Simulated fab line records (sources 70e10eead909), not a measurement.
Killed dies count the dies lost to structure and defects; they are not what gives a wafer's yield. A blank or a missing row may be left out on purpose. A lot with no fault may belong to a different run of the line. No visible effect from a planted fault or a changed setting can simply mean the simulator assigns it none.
A struck lot beside a sound one || flow nandHarc || 15 steps out of a route of 1302
Sound: these wafers, L684.1, L684.3, L684.5. The struck wafers were L689.1, L689.3. Last of all comes the cause.
For every step that has rows: the tool of each side, followed by ch and its chambers, followed by its first start. Under that, the readings that differ: sound wafers || struck wafers || difference of the means || sigmas: that difference in standard deviations of wafers without a fault.
alike: readings with means less than 2 such deviations apart, plus words and numbers identical on both sides. not compared: withheld readings, readings lacking a value on some wafer, bounds such as >300 that could conceal the same value, and numbers that have no deviation in the record and whose values overlap.
The two part at a step that has a row with sigmas, a row that says differs or no value, or rows on one side only. Non-overlapping numbers with no deviation appear without sigmas and do not part them. A reading missing from all wafers of one side parts the sides only when that side holds two or more wafers.

first, 1 step without rows for these wafers: NHARC_A_CHANNEL_HOLE_D2_STRIP_43 (strips in O2/COS).
NHARC_A_CHANNEL_HOLE_D2_ETCH_44: etches the open film in CF4/O2, target depth 140 nm, overetch 14 nm, time 77 s.
  sound on rieDiel-03 ch 1,3, day 18 17:19; struck on rieDiel-01 ch 0,2, day 20 19:04
  alike: drypumpMotorCurrentA, oes_f_703_au, oesProductAu, rfVppV, showerheadPlenumPTorr, throttleValvePct
  not compared: rfHoursCounterH
then, 3 steps without rows for these wafers: NHARC_A_CHANNEL_HOLE_D2_STRIP_28 (strips in O2); NHARC_A_CHANNEL_HOLE_D2_PRECLEAN_29 (cleans in SC1); NHARC_A_CHANNEL_HOLE_D2_SRD_30.
NHARC_A_CHANNEL_HOLE_D2_CD_MEAS_31:
  sound on cdSem-01, day 18 18:07; struck on cdSem-01, day 20 19:52
  alike: cdNm
NHARC_A_CHANNEL_HOLE_D2_XSEM_32:
  sound on xsem-02 ch 0, day 18 18:13; struck on xsem-02 ch 0, day 20 19:57
{"reading": "tiltDeg (degrees)", "sound": "0.10 0.10 0.10", "struck": "0.03 0.03", "difference": -0.07, "sigmas": -2}
  alike: botCdNm, bowNm
NHARC_A_CHANNEL_HOLE_D2_INSPECT_40:
  sound on defectInspect-02, day 18 18:19; struck on defectInspect-02, day 20 20:03
  alike: rawDefectCount
then, 2 steps without rows for these wafers: NHARC_A_CHANNEL_FILL_D2_PRECLEAN_00 (cleans in SC1); NHARC_A_CHANNEL_FILL_D2_SRD_01.
NHARC_A_CHANNEL_FILL_D2_ALD_02: deposits SiO2, target thk 6 nm, pulse time 10 s, ald cycles 60.
  sound on aldHk-03 ch 1,2,3, day 18 18:47; struck on aldHk-03 ch 1,3, day 20 20:19
  alike: heaterPowerW, precursorPulseHeightRel
  not compared: aldCycles, sinceWetCleanH
NHARC_A_CHANNEL_FILL_D2_ALD_03: deposits SiNx, target thk 6 nm, pulse time 60 s, ald cycles 58.
  sound on aldSinBatch-01 ch 0, day 18 21:14; struck on aldSinBatch-01 ch 0
  alike: precursorPulseHeightRel
  not compared: aldCycles
NHARC_A_CHANNEL_FILL_D2_ALD_14: deposits SiO2, target thk 2.5 nm, pulse time 10 s, ald cycles 25.
  sound on aldHk-03 ch 1,2, day 19 03:08; struck on aldHk-03 ch 0,3, day 21 03:17
{"reading": "aldCycles", "sound": "25 25 25", "struck": "13 13", "difference": -12, "sigmas": ""}
  alike: heaterPowerW, precursorPulseHeightRel
  not compared: sinceWetCleanH
NHARC_A_CHANNEL_FILL_D2_ALD_15: deposits SiNx, target thk 2 nm, pulse time 60 s, ald cycles 19.
  sound on aldSinBatch-03 ch 0; struck on aldSinBatch-02 ch 0
  alike: precursorPulseHeightRel
  not compared: aldCycles
following that, these wafers have no rows for 1 step: NHARC_END_SORT_01.

## WHERE THEY PART
At NHARC_A_CHANNEL_HOLE_D2_XSEM_32 and nowhere else, as far as this record goes. Later steps at which nothing parts them and some readings are alike: NHARC_A_CHANNEL_HOLE_D2_INSPECT_40, NHARC_A_CHANNEL_FILL_D2_ALD_02, NHARC_A_CHANNEL_FILL_D2_ALD_03, NHARC_A_CHANNEL_FILL_D2_ALD_14, NHARC_A_CHANNEL_FILL_D2_ALD_15.

WHY: whatever the simulator had introduced
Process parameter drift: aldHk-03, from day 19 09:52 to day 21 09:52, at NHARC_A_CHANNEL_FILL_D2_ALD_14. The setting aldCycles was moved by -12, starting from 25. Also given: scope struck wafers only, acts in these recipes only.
